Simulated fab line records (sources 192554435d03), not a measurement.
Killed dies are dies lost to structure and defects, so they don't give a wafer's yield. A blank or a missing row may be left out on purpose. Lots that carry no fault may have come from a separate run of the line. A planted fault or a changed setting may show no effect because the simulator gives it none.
A lot that was struck, set against a sound lot ; flow n5-finfet ; 36 out of 1938 route steps
Sound: wafers L137.2, L137.4, L137.5. Wafers L126.3, L126.4, L126.5 were the ones struck. The cause is given at the end.
Order at every step that has rows: each side's tool, ch and its chambers, its first start. Under that, the readings that differ: sound wafers ; struck wafers ; difference of the means ; sigmas: that difference in standard deviations of wafers without a fault.
alike: readings with means less than 2 such deviations apart, plus words and numbers identical on both sides. not compared: withheld readings, readings lacking a value on some wafer, bounds such as >300 that could conceal the same value, and numbers that have no deviation in the record and whose values overlap.
A row with sigmas, a row that says differs or no value, or rows on one side alone: a step with any of these is where the two part. When numbers do not overlap yet have no deviation, they are printed without sigmas and do not part them. A reading missing from all wafers of one side parts the sides only when that side holds two or more wafers.

first, 9 steps without rows for these wafers: N5_BEOL_M4_ANNEAL_95 (time 240 s); N5_BEOL_M4_SPUTTER_96 (material Cu, target thk 4.5 nm, time 8.29 s); N5_BEOL_M4_ECD_50 (material Cu, target thk 300 nm); N5_BEOL_M4_ANNEAL_51 (time 90 s); N5_BEOL_M4_CMP_52 (polishes, stops on SiOC, t overpolish 6.8 s, target thk 40 nm); N5_BEOL_M4_PRE_CLEAN_60 (time 15 s); N5_BEOL_M4_CO_CAP_55 (material Co, precursor CCTBA/H2, target thk 2 nm, time 102.1 s); N5_BEOL_M4_PRE_CLEAN_56 (time 15 s); N5_BEOL_M4_DEP_57 (deposits SiCN from 3MS/NH3, target thk 8 nm, time 14 s).
N5_BEOL_M4_RC_MEAS_101:
  sound on prober-02 ch 0, day 12 05:01; struck on prober-02 ch 0, day 9 01:25
reading;sound;struck;difference;sigmas
DIBL_N (mV/V);33.2 33.6 34.7;38.2 37.9 39.4;+4.7;+2
DIBL_P (mV/V);33.3 34.0 34.8;38.8 37.7 39.9;+4.8;+2
IOFF_N (nA/um);0.11 0.11 0.13;0.21 0.18 0.23;+0.09;+3
SS_N (mV/dec);71.9 70.6 71.6;72.1 72.9 73.2;+1.4;+2
  alike: IOFF_P, ION_N, ION_P, SS_P, VT_N, VT_P
then, 24 steps without rows for these wafers: N5_BEOL_M5_ILD_DEP_00 (deposits SiCOH lowk from DEMS/porogen, target thk 140.64 nm, time 25.9 s); N5_BEOL_M5_CURE_79 (cures SiCOH lowk, time 240 s); N5_BEOL_M5_PECVD_70 (deposits SiO2 from TEOS/O2, target thk 16 nm, time 18 s); N5_BEOL_M5_HM_DEP_02 (deposits TiN, target thk 20 nm); N5_BEOL_M5_COAT_59 (time 60 s, resist thk 60 nm); N5_BEOL_M5_COAT_60 (time 60 s, resist thk 12 nm); N5_BEOL_M5_COAT_71 (time 60 s, resist thk 5 nm); N5_BEOL_M5_COAT_05 (resist thk 30 nm); N5_BEOL_M5_EBR_07; N5_BEOL_M5_SOFTBAKE_06 (time 60 s); N5_BEOL_M5_EXPOSE_08 (exposes mask M5, target cd 28 nm); N5_BEOL_M5_PEB_09 (peb time 60 s); N5_BEOL_M5_DEVELOP_10 (develop time 30 s); N5_BEOL_M5_DESCUM_16 (chemistry O2, time 7 s); N5_BEOL_M5_ETCH_72 (etches underlayer in N2/H2, target depth 6.5 nm, time 5.2 s); N5_BEOL_M5_ETCH_61 (etches SiARC in CF4, target depth 15.6 nm, time 26 s); N5_BEOL_M5_ETCH_62 (etches SOC in N2/H2, target depth 75 nm, overetch 15 nm, time 112.5 s); N5_BEOL_M5_STRIP_63 (strips in N2/H2); N5_BEOL_M5_STRIP_73 (strips in N2/H2); N5_BEOL_M5_STRIP_64 (strips in CF4); N5_BEOL_M5_HM_OPEN_17 (chemistry Cl2/BCl3, target TiN, target depth 20 nm, overetch 6 nm); N5_BEOL_M5_STRIP_19 (strips in O2); N5_BEOL_M5_COAT_65 (time 60 s, resist thk 60 nm); N5_BEOL_M5_COAT_66 (time 60 s, resist thk 12 nm).
-- record jumps: 3 days separate the struck wafers' starts on either side; left off in module BEOL_M5, taken up again in module BEOL_M14, whose first shown step is the route's number 1770 --
N5_BEOL_M14_DEP_53: deposits SiCN from 3MS/NH3, target thk 50 nm, time 17.8 s.
  sound on pecvd-02 ch 1,2, day 16 07:13; struck on pecvd-01 ch 1,2, day 12 09:29
  no value came back on the struck wafers for chamber-pressure-Torr (Torr), rf-fwd-power-W (W), showerhead-plenum-p-Torr (Torr), throttle-valve-pct (%); on the sound wafers chamber-pressure-Torr (Torr) reads 3.005 3.011 2.990
N5_PASSIVATION_PROBE_49:
  the record has rows for the sound wafers here (prober-02, day 17 05:01) and none for the struck ones

== WHERE THEY PART ==
Last at N5_PASSIVATION_PROBE_49 as far as this record goes, first at N5_BEOL_M4_RC_MEAS_101.

WHY: what had been put in by the simulator
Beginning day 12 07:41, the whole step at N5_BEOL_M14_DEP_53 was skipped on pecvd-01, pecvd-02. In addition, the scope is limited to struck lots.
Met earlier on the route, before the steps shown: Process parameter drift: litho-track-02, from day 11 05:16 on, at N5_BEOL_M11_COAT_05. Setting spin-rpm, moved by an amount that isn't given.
